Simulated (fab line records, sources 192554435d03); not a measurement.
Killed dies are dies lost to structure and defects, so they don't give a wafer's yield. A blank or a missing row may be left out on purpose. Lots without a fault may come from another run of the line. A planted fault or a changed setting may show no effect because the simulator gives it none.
fab line records | flow n5_finfet
record lots=10 wafers=30 last_day=20
route steps=1938 shown BEOL_M4@1064 PASSIVATION@1936
lots that met no fault: from a run of the same line without faults
start_h: hours from the record's first day to the start of the lot's first wafer shown | wait_h: hours since the lot's step before | " the same as in the row above | L1.1+2: a row that stands for several wafers | - no value, or no start given | * or withheld: withheld | < > ~ a bound
route shown NAME@n: a module of which the file shows steps, and the number in the route of the first | usual: mean/standard deviation of fault-free wafers | same: alike in all rows | chamber/n: place in a boat | sites: the reading at each site | _std_site: their standard deviation | _edge_site: outer sites' mean less inner sites' | radius_mm: how far each site lies from the wafer's centre | mask NAME#n: copy n | behind: the tool/chamber that last shaped the wafer | hold: why the lot was held/for how many hours/how that ended | device: the transistor (n, p or np) that didn't switch | end of line: the same wafers' tests at the end of the route | a step without rows: its recipe alone | killed: dies lost to structure and defects at the first sort, not the wafer's yield | map: a wafer's dies, x killed, . not, _ none there
set.NAME: the setting as run; set.NAME@STEP: as run at that earlier step | model.NAME: the simulator's own value behind a step, which no gauge read
steps of the route over a sample of lots; a table a step, a row a wafer
services: from which hour (start_h, from the record's first day; less than 0 if before it) a tool's chamber was out of use, for how many hours, and why
## steps
# step N5_BEOL_M4_ETCH_70
# recipe chemistry=N2/H2 target=SOC target_depth_a=800 overetch_a=240 mask_material=SiARC temp_c=40 time_s=130 ion_energy_ev=200 pressure_mtorr=30 source_w=840 bias_w=150 n2_flow_sccm=200 h2_flow_sccm=200
# usual drypump_motor_current_A=5.9/0.57 oes_product_au=0.61/0.056 rf_vpp_V=524/3.2 showerhead_plenum_p_Torr=2.57/0.11 temp_c=39.99/0.1 throttle_valve_pct=17.76/0.27
# columns lot.wafer tool chamber start_h wait_h drypump_motor_current_A oes_product_au rf_hours_counter_h rf_vpp_V showerhead_plenum_p_Torr temp_c throttle_valve_pct
L519.1 rie_diel-03 3 233.22 0.0 6.0 0.72 5 529 2.72 40.01 17.53
L519.5 " 1 " " 6.3 0.61 - 522 2.48 40.19 18.11
L519.6 " 0 " " 5.0 0.51 - 523 2.50 40.07 17.66
L522.4 rie_diel-03 0 253.68 0.0 5.0 0.50 245 522 2.49 40.07 17.67
L522.5 " 1 " " 6.3 0.61 - 522 2.48 39.94 18.14
L522.6 " 2 " " 5.8 0.67 - 528 2.69 40.03 17.57
L527.2 rie_diel-02 3 284.41 0.0 6.8 0.58 111 528 2.68 39.73 18.04
L527.3 " 0 " " 5.3 0.59 76 529 2.68 40.08 17.86
L527.6 " 3 " " 6.8 0.56 - 527 2.68 39.81 18.05
L525.4 rie_diel-03 3 290.85 0.0 5.9 0.66 - 528 2.71 40.00 17.58
L525.5 " 0 " " 5.0 0.71 - 523 2.49 39.86 17.33
L525.6 " 1 " " 6.3 0.59 - 521 2.47 40.03 18.16
L523.1 rie_diel-03 2 294.36 0.0 5.7 0.66 42 527 2.69 39.88 17.58
L523.5 " 3 " " 6.0 0.66 - 529 2.71 40.11 17.58
L523.6 " 0 " " 5.0 0.70 - 522 2.49 39.83 17.33
L526.1 rie_diel-02 2 298.05 0.0 6.5 0.54 192 521 2.43 39.92 17.90
L526.4 " 1 " " 5.7 0.62 67 521 2.48 40.05 17.64
L526.5 " 3 " " 6.8 0.57 - 527 2.68 40.03 18.06
L530.1 rie_diel-03 1 301.57 0.0 6.3 0.59 103 520 2.47 39.98 18.18
L530.2 " 2 " " 5.7 0.66 44 528 2.69 39.89 17.60
L530.3 " 0 " " 5.0 0.69 5 523 2.49 39.95 17.33
L532.3 rie_diel-02 2 330.27 0.0 6.4 0.53 205 520 2.42 40.10 17.92
L532.5 " 2 " " 6.5 0.53 - 519 2.42 39.87 17.93
L532.6 " 3 " " 6.8 0.56 - 527 2.67 39.85 18.09
L535.2 rie_diel-02 1 359.38 0.0 5.6 0.59 89 521 2.47 40.01 17.67
L535.5 " 2 " " 6.5 0.53 - 520 2.42 40.04 17.96
L535.6 " 1 " " 5.6 0.60 - 521 2.47 40.02 17.66
L540.3 rie_diel-02 2 370.35 0.0 6.5 0.52 219 520 2.41 40.01 17.97
L540.4 " 1 " " 5.6 0.59 93 522 2.47 39.97 17.67
L540.6 " 0 " " 5.3 0.56 - 527 2.67 40.08 17.91
# step N5_BEOL_M4_ALD_84
# recipe material=TaN target_thk_a=* temp_c=275 ald_precursor_family=PDMAT ald_co_reactant=NH3 pressure_torr=3 carrier_flow_sccm=1500 pulse_time_s=2 purge_time_s=3 co_reactant_purge_time_s=2 co_reactant_pulse_time_s=3 ald_cycles=30 precursor_vessel_temp_c=75 precursor_vessel_pressure_torr=26.25 precursor_vessel_carrier_sccm=1000
# usual ald_cycles=30/0 chamber_pressure_Torr=3.000/0.0061 heater_power_w=406/47 mfc_carrier_sccm=1500/4.4
# columns lot.wafer tool chamber start_h wait_h ald_cycles chamber_pressure_Torr heater_power_w mfc_carrier_sccm
L519.1 ald_metal-04 1 234.10 0.0 30 3.008 386 1497
L519.5 " 1 " " 30 3.004 391 1502
L519.6 " 2 " " 30 2.998 402 1507
L522.4 ald_metal-03 2 254.87 0.0 30 2.998 316 1494
L522.5 " 3 " " 30 3.000 383 1498
L522.6 " 2 " " 30 2.989 315 1499
L527.2 ald_metal-04 0 285.39 0.0 30 3.003 426 1501
L527.3 " 2 " " 30 3.008 407 1499
L527.6 " 3 " " 30 2.996 437 1501
L525.4 ald_metal-03 3 291.83 0.1 30 3.000 383 1499
L525.5 " 2 " " 30 2.996 316 1503
L525.6 " 1 " " 30 3.000 434 1506
L523.1 ald_metal-04 3 295.17 0.0 - - - -
L523.5 " 0 " " - - - -
L523.6 " 3 " " - - - -
L526.1 ald_metal-04 3 299.12 0.0 - - - -
L526.4 " 2 " " - - - -
L526.5 " 2 " " - - - -
L530.1 ald_metal-04 3 302.53 0.1 - - - -
L530.2 " 0 " " - - - -
L530.3 " 2 " " - - - -
L532.3 ald_metal-04 0 331.51 0.0 30 3.002 434 1502
L532.5 " 1 " " 30 2.997 378 1506
L532.6 " 0 " " 30 2.989 440 1505
L535.2 ald_metal-04 2 360.05 0.0 30 2.993 397 1504
L535.5 " 1 " " 30 2.998 349 1500
L535.6 " 0 " " 30 3.011 376 1502
L540.3 ald_metal-04 1 371.22 0.1 30 2.996 350 1505
L540.4 " 3 " " 30 3.007 427 1499
L540.6 " 3 " " 30 3.001 426 1502
# step N5_BEOL_M4_SURFACE_TREAT_85
# recipe gas=Ar time_s=* ion_energy_ev=* ion_current_ma_cm2=0.5 pressure_mtorr=* ar_flow_sccm=30
# usual pressure_mtorr=* throttle_valve_pct=*
# columns lot.wafer tool chamber start_h wait_h pressure_mtorr throttle_valve_pct
L519.1 pvd_sputter-03 - 234.38 0.2 * *
L519.5 " - " " * *
L519.6 " - " " * *
L522.4 pvd_sputter-03 - 255.33 0.4 * *
L522.5 " - " " * *
L522.6 " - " " * *
L527.2 pvd_sputter-02 - 285.61 0.1 * *
L527.3 " - " " * *
L527.6 " - " " * *
L525.4 pvd_sputter-02 - 292.28 0.3 * *
L525.5 " - " " * *
L525.6 " - " " * *
L523.1 pvd_sputter-03 - 295.46 0.2 * *
L523.5 " - " " * *
L523.6 " - " " * *
L526.1 pvd_sputter-02 - 299.53 0.3 * *
L526.4 " - " " * *
L526.5 " - " " * *
L530.1 pvd_sputter-01 - 302.79 0.2 * *
L530.2 " - " " * *
L530.3 " - " " * *
L532.3 pvd_sputter-03 - 331.89 0.3 * *
L532.5 " - " " * *
L532.6 " - " " * *
L535.2 pvd_sputter-02 - 360.28 0.1 * *
L535.5 " - " " * *
L535.6 " - " " * *
L540.3 pvd_sputter-03 - 371.75 0.4 * *
L540.4 " - " " * *
L540.6 " - " " * *
# step N5_BEOL_M4_SPUTTER_79
# recipe material=Cu target_thk_a=45 temp_c=-20 chamber_pressure_pa=0.07 power_w=withheld time_s=8.29
# usual throttle_valve_pct=29.7/0.88
# columns lot.wafer tool chamber start_h wait_h throttle_valve_pct
L519.1 pvd_sputter-03 - 236.48 0.1 30.7
L519.5 " - " " 28.5
L519.6 " - " " 30.6
L522.4 pvd_sputter-01 - 255.82 0.1 31.1
L522.5 " - " " 29.6
L522.6 " - " " 28.4
L527.2 pvd_sputter-02 - 286.13 0.1 30.4
L527.3 " - " " 29.2
L527.6 " - " " 30.2
L525.4 pvd_sputter-01 - 292.79 0.1 28.8
L525.5 " - " " 29.6
L525.6 " - " " 29.1
L523.1 pvd_sputter-03 - 295.92 0.1 30.2
L523.5 " - " " 28.5
L523.6 " - " " 30.0
L526.1 pvd_sputter-03 - 301.46 0.1 28.7
L526.4 " - " " 30.7
L526.5 " - " " 30.8
L530.1 pvd_sputter-01 - 303.34 0.1 29.7
L530.2 " - " " 28.9
L530.3 " - " " 28.9
L532.3 pvd_sputter-01 - 332.35 0.1 29.4
L532.5 " - " " 28.7
L532.6 " - " " 29.6
L535.2 pvd_sputter-02 - 360.80 0.1 30.4
L535.5 " - " " 30.7
L535.6 " - " " 29.3
L540.3 pvd_sputter-03 - 373.85 0.1 30.5
L540.4 " - " " 29.8
L540.6 " - " " 30.5
# step N5_BEOL_M4_RC_MEAS_101
# usual DIBL_N=37.0/1.6 DIBL_P=37.0/2.1 IOFF_N=0.17/0.032 IOFF_P=0.22/0.043 ION_N=679/13 ION_P=465/9.5 SS_N=71.7/0.59 SS_P=73.6/0.64 VT_N=249/3.2 VT_P=-249/4.1
# columns lot.wafer tool chamber start_h wait_h DIBL_N[mV/V] DIBL_P[mV/V] IOFF_N[nA/um] IOFF_P[nA/um] ION_N[uA/um] ION_P[uA/um] SS_N[mV/dec] SS_P[mV/dec] VT_N[mV] VT_P[mV]
L519.1 prober-01 0 239.38 0.0 37.1 37.7 0.15 0.20 663 453 72.1 74.2 252 -254
L519.5 " 0 " " 36.9 37.9 0.15 0.20 678 467 71.6 74.0 253 -254
L519.6 " 0 " " 35.1 35.9 0.13 0.19 679 467 71.2 73.1 253 -250
L522.4 prober-01 0 259.11 0.5 38.3 38.2 0.19 0.23 691 469 72.0 73.2 246 -249
L522.5 " 0 " " 39.5 38.6 0.22 0.24 683 465 72.1 74.2 241 -248
L522.6 " 0 " " 38.3 38.5 0.20 0.22 685 467 71.9 73.5 245 -250
L527.2 prober-01 0 289.23 0.2 37.5 38.7 0.18 0.22 673 464 71.7 74.2 248 -253
L527.3 " 0 " " 36.7 37.8 0.17 0.20 681 461 71.0 73.7 248 -253
L527.6 " 0 " " 35.6 38.1 0.15 0.19 673 457 71.5 73.7 250 -255
L525.4 prober-01 0 295.91 0.5 38.4 38.6 0.20 0.24 692 471 71.3 73.9 246 -247
L525.5 " 0 " " 38.3 39.0 0.21 0.25 705 473 71.4 74.3 243 -247
L525.6 " 0 " " 37.5 37.0 0.18 0.22 677 462 71.6 73.4 249 -248
L532.3 prober-01 0 335.29 0.3 36.6 34.7 0.14 0.19 680 465 71.0 73.7 250 -252
L532.5 " 0 " " 36.8 34.9 0.14 0.19 668 464 71.4 72.9 251 -251
L532.6 " 0 " " 36.0 34.1 0.12 0.17 663 455 70.5 72.3 251 -254
L535.2 prober-02 0 363.81 0.2 36.9 37.1 0.17 0.22 685 469 71.9 73.2 249 -251
L535.5 " 0 " " 36.9 37.8 0.16 0.24 666 461 71.8 73.5 252 -251
L535.6 " 0 " " 36.6 35.7 0.16 0.21 689 467 71.4 73.7 250 -250
L540.3 prober-01 0 377.48 0.3 35.9 33.4 0.13 0.17 649 447 71.5 72.9 253 -255
L540.4 " 0 " " 35.7 34.1 0.14 0.18 667 449 71.5 73.3 248 -253
L540.6 " 0 " " 36.5 36.1 0.16 0.22 661 460 72.2 73.4 249 -251
# step N5_PASSIVATION_PROBE_49
# usual defect_limited_yield=91.2/1.6 killed_at_M0_to_M3=33/11 killed_at_M4_up=14/5 killed_at_contacts=12/5.8 killed_at_front_end=41/12 killed_at_other=3.5/2.9 killed_dies=104/19 killed_on_rim=13/4.2 killed_open=68/14 killed_short=34/8.8 sort_bin_4_leakage=0.00/0.017 sort_bin_5_function=5.2/1.1 sort_bin_6_memory=3.2/0.71 sort_bin_8_speed=0.00/0.0071 sort_n_pass=1076/19 sort_yield_pct=91.2/1.6
# same gross_dies=1180 killed_at_back_side=0
# columns lot.wafer tool chamber start_h wait_h defect_limited_yield[%] killed_at_M0_to_M3 killed_at_M4_up killed_at_contacts killed_at_front_end killed_at_other killed_dies killed_on_rim killed_open killed_short sort_bin_4_leakage[%] sort_bin_5_function[%] sort_bin_6_memory[%] sort_bin_8_speed[%] sort_n_pass sort_yield_pct[%]
L519.1 prober-01 - 349.00 0.0 90.1 30 14 12 54 7 117 19 79 35 0 5.7 4.0 0 1063 90.1
L519.5 prober-01 - 349.20 0.2 91.4 37 13 5 45 1 101 9 61 39 0 4.7 3.5 0 1079 91.4
L519.6 prober-01 - 349.25 0.3 91.0 23 8 13 56 6 106 18 66 40 0 5.7 3.0 0 1074 91.0
L522.4 prober-02 - 370.76 0.2 90.3 26 14 15 57 3 115 16 79 36 0 5.7 3.7 0 1065 90.3
L522.5 prober-02 - 370.81 0.2 91.1 18 20 14 49 4 105 9 76 27 0 5.7 2.7 0 1075 91.1
L522.6 prober-02 - 370.86 0.3 88.9 34 16 11 59 11 131 12 100 31 0 6.9 3.8 0 1049 88.9
L527.2 prober-02 - 391.33 0.1 91.2 22 20 12 45 5 104 16 59 45 0 5.7 2.7 0 1076 91.2
L527.3 prober-02 - 391.38 0.1 91.6 45 13 8 29 4 99 12 60 39 0 5.0 3.0 0 1081 91.6
L527.6 prober-02 - 391.53 0.3 92.7 26 12 15 32 1 86 9 61 25 0 5.0 2.1 0 1094 92.7
L525.4 prober-02 - 398.01 0.2 90.9 23 10 24 43 7 107 14 70 37 0 5.0 3.6 0 1073 90.9
L525.5 prober-02 - 398.06 0.2 89.4 48 15 16 41 5 125 11 72 49 0 6.1 4.1 0 1055 89.4
L525.6 prober-02 - 398.11 0.3 89.0 43 7 21 55 4 130 15 86 44 0 7.6 3.1 0 1050 89.0
L523.1 prober-01 - 406.55 0.0 0 48 1076 11 43 2 1180 152 79 45 89.49 6.4 3.6 0 0 0
L523.5 prober-01 - 406.75 0.2 0 34 1082 11 50 3 1180 152 63 45 90.85 5.8 3.1 0 0 0
L523.6 prober-01 - 406.80 0.3 0 40 1078 5 56 1 1180 152 75 43 89.83 6.4 3.2 0 0 0
L526.1 prober-01 - 411.07 0.0 0 26 1082 15 57 0 1180 152 82 28 90.51 5.9 3.2 0 0 0
L526.4 prober-01 - 411.22 0.2 0 33 1075 21 50 1 1180 152 68 47 90.17 5.5 4.0 0 0 0
L526.5 prober-01 - 411.27 0.2 0 40 1065 17 56 2 1180 152 89 43 88.81 6.5 4.1 0 0 0
L530.1 prober-01 - 416.18 0.0 0 32 1043 24 69 12 1180 152 90 59 87.37 7.4 4.7 0 0 0
L530.2 prober-01 - 416.23 0.1 0 43 1072 23 35 7 1180 152 70 42 90.34 5.2 4.2 0 0 0
L530.3 prober-01 - 416.28 0.1 0 48 1047 16 56 13 1180 152 92 53 87.71 7.1 4.6 0 0 0
L532.3 prober-02 - 444.94 0.1 92.4 27 21 10 28 4 90 6 57 31 0 4.4 2.9 0 1090 92.4
L532.5 prober-02 - 445.04 0.2 92.9 31 10 7 29 7 84 11 53 28 0 4.2 2.5 0 1096 92.9
L532.6 prober-02 - 445.09 0.3 92.2 37 11 3 37 4 92 14 52 38 0 4.6 2.8 0 1088 92.2
L535.2 prober-02 - 474.61 0.1 88.8 47 28 8 44 5 132 15 82 43 0 7.0 3.9 0 1048 88.8
L535.5 prober-02 - 474.76 0.2 89.4 35 19 6 63 2 125 23 78 39 0 5.8 4.1 0 1055 89.4
L535.6 prober-02 - 474.81 0.3 90.5 46 5 6 50 5 112 14 69 41 0 5.8 3.4 0 1068 90.5
L540.3 prober-01 - 480.03 0.1 88.2 41 15 12 71 0 139 22 86 52 0 6.6 4.9 0.08 1040 88.1
L540.4 prober-01 - 480.08 0.2 88.4 58 13 17 46 3 137 17 87 49 0 7.6 3.5 0 1043 88.4
L540.6 prober-01 - 480.18 0.3 89.2 53 11 8 52 3 127 14 79 48 0 6.8 3.9 0 1053 89.2
# killed by level:class
L519.1 STI_FIN_REVEAL:geometric_particle:open=13 FIN_SAQP:geometric_particle:short=10 DUMMY_GATE:geometric_particle:open=8 MOL_CONTACT_COAG:geometric_particle:open=8 BEOL_M0_SAQP:geometric_particle:open=7 BEOL_M3:geometric_particle:open=7 BEOL_M2:geometric_particle:open=6 BEOL_M1:geometric_particle:open=5
L519.5 BEOL_M2:geometric_particle:open=10 FIN_SAQP:geometric_particle:short=8 BEOL_M0_SAQP:geometric_particle:short=8 FIN_SAQP:geometric_particle:open=7 BEOL_M4:geometric_particle:open=7 GATE_CUT:geometric_particle:open=6 BEOL_M1:geometric_particle:open=6 STARTING-WAFER:geometric_particle:short=6
L519.6 FIN_SAQP:geometric_particle:short=17 FIN_SAQP:geometric_particle:open=13 MOL_CONTACT_COAG:geometric_particle:open=11 STI_FIN_REVEAL:geometric_particle:open=7 BEOL_M2:geometric_particle:open=7 BEOL_M4:geometric_particle:open=6 BEOL_M2:geometric_particle:short=5 BEOL_M1:geometric_particle:open=4
L522.4 STI_FIN_REVEAL:geometric_particle:open=17 FIN_SAQP:geometric_particle:open=13 BEOL_M4:geometric_particle:open=11 MOL_CONTACT_COAG:geometric_particle:open=10 BEOL_M3:geometric_particle:open=8 GATE_CUT:geometric_particle:short=6 MOL_CONTACT_COAG:geometric_particle:short=5 BEOL_M0_SAQP:geometric_particle:open=5
L522.5 STI_FIN_REVEAL:geometric_particle:open=20 MOL_CONTACT_COAG:geometric_particle:open=10 BEOL_M0_SAQP:geometric_particle:open=7 BEOL_M4:geometric_particle:open=7 DUMMY_GATE:geometric_particle:open=6 ILD0:geometric_particle:short=5 GATE_CUT:geometric_particle:open=5 BEOL_M4:geometric_particle:short=5
L522.6 FIN_SAQP:geometric_particle:open=21 STI_FIN_REVEAL:geometric_particle:open=19 BEOL_M2:geometric_particle:open=11 BEOL_M4:geometric_particle:open=9 MOL_CONTACT_COAG:geometric_particle:open=7 BEOL_M3:geometric_particle:open=7 BEOL_M1:geometric_particle:short=5 MIM_BOT:geometric_particle:short=5
L527.2 FIN_SAQP:geometric_particle:short=11 MOL_CONTACT_COAG:geometric_particle:open=9 BEOL_M4:geometric_particle:open=9 FIN_SAQP:geometric_particle:open=7 STI_FIN_REVEAL:geometric_particle:open=7 BEOL_M0_SAQP:geometric_particle:short=7 BEOL_M1:geometric_particle:open=6 BEOL_M4:geometric_particle:short=4
L527.3 BEOL_M0_SAQP:geometric_particle:open=10 BEOL_M3:geometric_particle:short=10 BEOL_M3:geometric_particle:open=10 FIN_SAQP:geometric_particle:short=6 FIN_SAQP:geometric_particle:open=6 MOL_CONTACT_COAG:geometric_particle:open=6 BEOL_M0_SAQP:geometric_particle:short=5 DUMMY_GATE:geometric_particle:open=4
L527.6 MOL_CONTACT_COAG:geometric_particle:open=13 FIN_SAQP:geometric_particle:open=10 BEOL_M0_SAQP:geometric_particle:short=7 BEOL_M4:geometric_particle:open=7 STI_FIN_REVEAL:geometric_particle:open=6 BEOL_M0_SAQP:geometric_particle:open=5 FIN_SAQP:geometric_particle:short=4 BEOL_M3:geometric_particle:short=4
L525.4 MOL_CONTACT_COAG:geometric_particle:open=18 FIN_SAQP:geometric_particle:short=9 FIN_SAQP:geometric_particle:open=8 STI_FIN_REVEAL:geometric_particle:open=7 MOL_CONTACT_COAG:geometric_particle:short=6 BEOL_M3:geometric_particle:open=6 BEOL_M4:geometric_particle:open=5 BEOL_M0_SAQP:geometric_particle:open=4
L525.5 BEOL_M3:geometric_particle:open=13 MOL_CONTACT_COAG:geometric_particle:open=12 BEOL_M0_SAQP:geometric_particle:short=11 BEOL_M0_SAQP:geometric_particle:open=11 STI_FIN_REVEAL:geometric_particle:open=8 ILD0:geometric_particle:short=6 GATE_CUT:geometric_particle:short=6 BEOL_M3:geometric_particle:short=6
L525.6 MOL_CONTACT_COAG:geometric_particle:open=18 STI_FIN_REVEAL:geometric_particle:open=17 BEOL_M0_SAQP:geometric_particle:short=10 FIN_SAQP:geometric_particle:short=9 BEOL_M1:geometric_particle:open=9 BEOL_M0_SAQP:geometric_particle:open=8 BEOL_M3:geometric_particle:open=7 ILD0:geometric_particle:short=6
L523.1 BEOL_M4:area_ald=1040 BEOL_M0_SAQP:geometric_particle:short=19 BEOL_M0_SAQP:geometric_particle:open=17 M4:area_ald=16 FIN_SAQP:geometric_particle:short=10 MOL_CONTACT_COAG:geometric_particle:open=10 BEOL_M4:geometric_particle:open=8 FIN_SAQP:geometric_particle:open=7
L523.5 BEOL_M4:area_ald=1050 M4:area_ald=22 FIN_SAQP:geometric_particle:short=18 BEOL_M0_SAQP:geometric_particle:open=13 BEOL_M0_SAQP:geometric_particle:short=11 FIN_SAQP:geometric_particle:open=9 MOL_CONTACT_COAG:geometric_particle:open=9 GATE_CUT:geometric_particle:open=7
L523.6 BEOL_M4:area_ald=1040 M4:area_ald=20 BEOL_M0_SAQP:geometric_particle:short=15 DUMMY_GATE:geometric_particle:open=15 BEOL_M4:geometric_particle:open=12 BEOL_M0_SAQP:geometric_particle:open=12 FIN_SAQP:geometric_particle:open=9 FIN_SAQP:geometric_particle:short=8
L526.1 BEOL_M4:area_ald=1042 M4:area_ald=26 STI_FIN_REVEAL:geometric_particle:open=12 MOL_CONTACT_COAG:geometric_particle:open=12 BEOL_M2:geometric_particle:open=12 FIN_SAQP:geometric_particle:open=7 BEOL_M3:geometric_particle:open=7 FIN_SAQP:geometric_particle:short=6
L526.4 BEOL_M4:area_ald=1044 M4:area_ald=20 MOL_CONTACT_COAG:geometric_particle:open=15 FIN_SAQP:geometric_particle:open=12 FIN_SAQP:geometric_particle:short=8 ILD0:geometric_particle:short=8 BEOL_M0_SAQP:geometric_particle:short=8 BEOL_M2:geometric_particle:open=8
L526.5 BEOL_M4:area_ald=1042 STI_FIN_REVEAL:geometric_particle:open=21 BEOL_M2:geometric_particle:open=17 MOL_CONTACT_COAG:geometric_particle:open=13 FIN_SAQP:geometric_particle:short=11 BEOL_M0_SAQP:geometric_particle:short=9 BEOL_M4:geometric_particle:open=8 BEOL_M0_SAQP:geometric_particle:open=6
L530.1 BEOL_M4:area_ald=1016 MOL_CONTACT_COAG:geometric_particle:open=22 FIN_SAQP:geometric_particle:short=17 M4:area_ald=15 FIN_SAQP:geometric_particle:open=10 GATE_CUT:geometric_particle:short=10 BEOL_M0_SAQP:geometric_particle:short=9 GATE_CUT:geometric_particle:open=8
L530.2 BEOL_M4:area_ald=1051 MOL_CONTACT_COAG:geometric_particle:open=17 BEOL_M0_SAQP:geometric_particle:short=17 M4:area_ald=15 BEOL_M0_SAQP:geometric_particle:open=14 FIN_SAQP:geometric_particle:short=7 DUMMY_GATE:geometric_particle:open=6 MOL_CONTACT_COAG:geometric_particle:short=6
L530.3 BEOL_M4:area_ald=1022 FIN_SAQP:geometric_particle:open=15 MOL_CONTACT_COAG:geometric_particle:open=15 FIN_SAQP:geometric_particle:short=14 BEOL_M0_SAQP:geometric_particle:short=13 M4:area_ald=13 BEOL_M2:geometric_particle:open=10 BEOL_M3:geometric_particle:open=9
L532.3 BEOL_M4:geometric_particle:open=12 MOL_CONTACT_COAG:geometric_particle:open=9 FIN_SAQP:geometric_particle:short=8 BEOL_M1:geometric_particle:open=6 BEOL_M0_SAQP:geometric_particle:short=4 BEOL_M3:geometric_particle:open=4 FIN_SAQP:geometric_particle:open=3 DUMMY_GATE:geometric_particle:open=3
L532.5 FIN_SAQP:geometric_particle:short=9 BEOL_M0_SAQP:geometric_particle:open=9 MOL_CONTACT_COAG:geometric_particle:open=6 BEOL_M0:geometric_particle:open=6 BEOL_M0_SAQP:geometric_particle:short=4 BEOL_M2:geometric_particle:open=4 BEOL_M3:geometric_particle:open=4 BEOL_M4:geometric_particle:open=4
L532.6 FIN_SAQP:geometric_particle:short=11 BEOL_M0_SAQP:geometric_particle:short=8 STI_FIN_REVEAL:geometric_particle:open=6 BEOL_M2:geometric_particle:open=6 BEOL_M3:geometric_particle:open=6 FIN_SAQP:geometric_particle:open=5 BEOL_M0_SAQP:geometric_particle:open=4 BEOL_M1:geometric_particle:open=4
L535.2 BEOL_M0_SAQP:geometric_particle:short=14 STI_FIN_REVEAL:geometric_particle:open=11 BEOL_M4:geometric_particle:open=11 BEOL_M0_SAQP:geometric_particle:open=9 BEOL_M2:geometric_particle:open=8 MOL_CONTACT_COAG:geometric_particle:open=7 FIN_SAQP:geometric_particle:open=6 FIN_SAQP:geometric_particle:short=6
L535.5 FIN_SAQP:geometric_particle:open=22 BEOL_M0_SAQP:geometric_particle:short=8 BEOL_M0_SAQP:geometric_particle:open=7 STARTING-WAFER:geometric_particle:short=7 FIN_SAQP:geometric_particle:short=6 BEOL_M3:geometric_particle:open=6 STI_FIN_REVEAL:geometric_particle:open=5 MOL_CONTACT_COAG:geometric_particle:open=5
L535.6 BEOL_M0_SAQP:geometric_particle:open=11 DUMMY_GATE:geometric_particle:open=10 FIN_SAQP:geometric_particle:short=9 BEOL_M0_SAQP:geometric_particle:short=9 FIN_SAQP:geometric_particle:open=7 BEOL_M1:geometric_particle:open=7 STI_FIN_REVEAL:geometric_particle:open=6 BEOL_M2:geometric_particle:open=6
L540.3 FIN_SAQP:geometric_particle:short=15 FIN_SAQP:geometric_particle:open=10 MOL_CONTACT_COAG:geometric_particle:open=10 STI_FIN_REVEAL:geometric_particle:open=9 STARTING-WAFER:geometric_particle:open=9 BEOL_M0_SAQP:geometric_particle:open=8 BEOL_M3:geometric_particle:open=8 DUMMY_GATE:geometric_particle:open=7
L540.4 BEOL_M0_SAQP:geometric_particle:open=17 MOL_CONTACT_COAG:geometric_particle:open=14 BEOL_M0_SAQP:geometric_particle:short=12 FIN_SAQP:geometric_particle:short=10 FIN_SAQP:geometric_particle:open=10 BEOL_M2:geometric_particle:open=8 BEOL_M3:geometric_particle:open=7 DUMMY_GATE:geometric_particle:open=5
L540.6 BEOL_M0_SAQP:geometric_particle:open=18 BEOL_M0_SAQP:geometric_particle:short=18 FIN_SAQP:geometric_particle:open=13 FIN_SAQP:geometric_particle:short=9 STI_FIN_REVEAL:geometric_particle:open=9 MOL_CONTACT_COAG:geometric_particle:open=8 GATE_CUT:geometric_particle:short=7 BEOL_M3:geometric_particle:open=7
## services
# columns tool chamber start_h hours kind
rie_diel-03 2 231.55 11.5 repair
rie_diel-02 1 247.44 4.9 repair
ald_metal-04 3 256.82 7.7 repair
pvd_sputter-02 - 257.78 8.9 repair
ald_metal-04 1 261.26 26.1 repair
ald_metal-03 2 265.85 3.7 repair
rie_diel-03 0 266.35 - clean
rie_diel-03 0 266.35 - consumable_replace:focus_ring
rie_diel-03 0 266.35 23.3 scheduled_down
rie_diel-03 0 266.35 23.3 vent_cycle
rie_diel-03 2 283.66 7.7 repair
ald_metal-04 - 321.80 1.1 repair
pvd_sputter-02 - 325.03 0.5 repair
ald_metal-04 - 337.25 14.0 pm
ald_metal-04 0 337.25 14.0 vent_cycle
ald_metal-04 1 337.25 14.0 vent_cycle
ald_metal-04 2 337.25 14.0 vent_cycle
ald_metal-04 3 337.25 14.0 vent_cycle
pvd_sputter-02 - 345.96 8.9 repair
ald_metal-04 0 351.25 - clean
ald_metal-04 1 351.25 - clean
ald_metal-04 2 351.25 - clean
ald_metal-04 3 351.25 - clean
## key
first_sign step=N5_BEOL_M4_ALD_84 reading=tool_record direction=missing
effect step=N5_PASSIVATION_PROBE_49 reading=sort_bin_4_leakage direction=up sigmas=99+ usual=0.00 struck=89.45
more_kills_born_at N5_BEOL_M4_ALD_84@ald_metal-04=9497
met_at N5_BEOL_M4_ALD_84
struck_lots L523,L526,L530
later_rows_left_out L523.1,L523.5,L523.6,L526.1,L526.4,L526.5,L530.1,L530.2,L530.3
not_acting_at N5_BEOL_M4_ETCH_70,N5_BEOL_M4_SURFACE_TREAT_85,N5_BEOL_M4_SPUTTER_79
onset_between 285.39 295.17
fault kind=skipped_step_whole tool=ald_metal-04 chamber=- onset_h=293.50 steps=N5_BEOL_M4_ALD_84 scope=struck_lots_only
# later_rows_left_out: the simulator's readings of these wafers behind a module that went badly wrong aren't trusted and aren't shown, but for the sort
